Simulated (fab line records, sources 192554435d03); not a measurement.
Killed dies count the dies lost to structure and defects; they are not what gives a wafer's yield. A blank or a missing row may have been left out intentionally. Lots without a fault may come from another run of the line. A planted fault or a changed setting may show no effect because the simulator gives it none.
Chamber matching	flow n5_finfet	N5_DUMMY_GATE_STRIP_48 on rie_diel-06 has 4 sister chambers
The step strips in N2/H2, time 20 s. 8 wafers are shown with their chamber, then 12 later ones without.

== WAFERS PAIRED WITH THEIR CHAMBERS ==
wafer	chamber	drypump_motor_current_A (A)	showerhead_plenum_p_Torr (Torr)
L081.3	1	5.7	3.19
L082.2	0	5.4	3.36
L082.5	2	5.9	3.42
L084.3	0	5.4	3.36
L084.4	1	5.7	3.19
L088.2	3	5.2	3.32
L088.3	2	5.8	3.41
L088.5	3	5.2	3.32

== WAFERS WITHOUT THEIR CHAMBER ==
wafer	drypump_motor_current_A (A)	showerhead_plenum_p_Torr (Torr)
L090.2	5.2	3.32
L090.3	5.8	3.41
L090.4	5.7	3.19
L091.1	5.4	3.36
L091.3	5.2	3.31
L091.6	5.9	3.41
L093.1	5.8	3.41
L093.3	5.4	3.35
L093.6	5.2	3.31
L094.1	5.1	3.31
L094.2	5.4	3.35
L094.3	5.8	3.41

== EACH ONE'S CHAMBER ==
wafer	from the rows above	in truth
L090.2	3	3
L090.3	2	2
L090.4	1	1
L091.1	0	0
L091.3	3	3
L091.6	2	2
L093.1	2	2
L093.3	0	0
L093.6	3	3
L094.1	3	3
L094.2	0	0
L094.3	2	2
Placed correctly: 12 of 12. Number that these rows cannot place: 0. Placed wrongly: 0.
How it was worked out, from the rows above alone: a wafer's distance from a chamber is the root of the sum, over the readings, of the square of ((its reading less the chamber's mean) divided by the reading's scatter). The wafer belongs to the nearest chamber; if the next one is less than 2 further off, it can't be placed. A chamber's mean is the mean of its shown wafers. How the scatter is found: for the shown wafers, subtract from each reading the mean of its chamber, square and add these, divide the total by (wafers less chambers), then take the root.
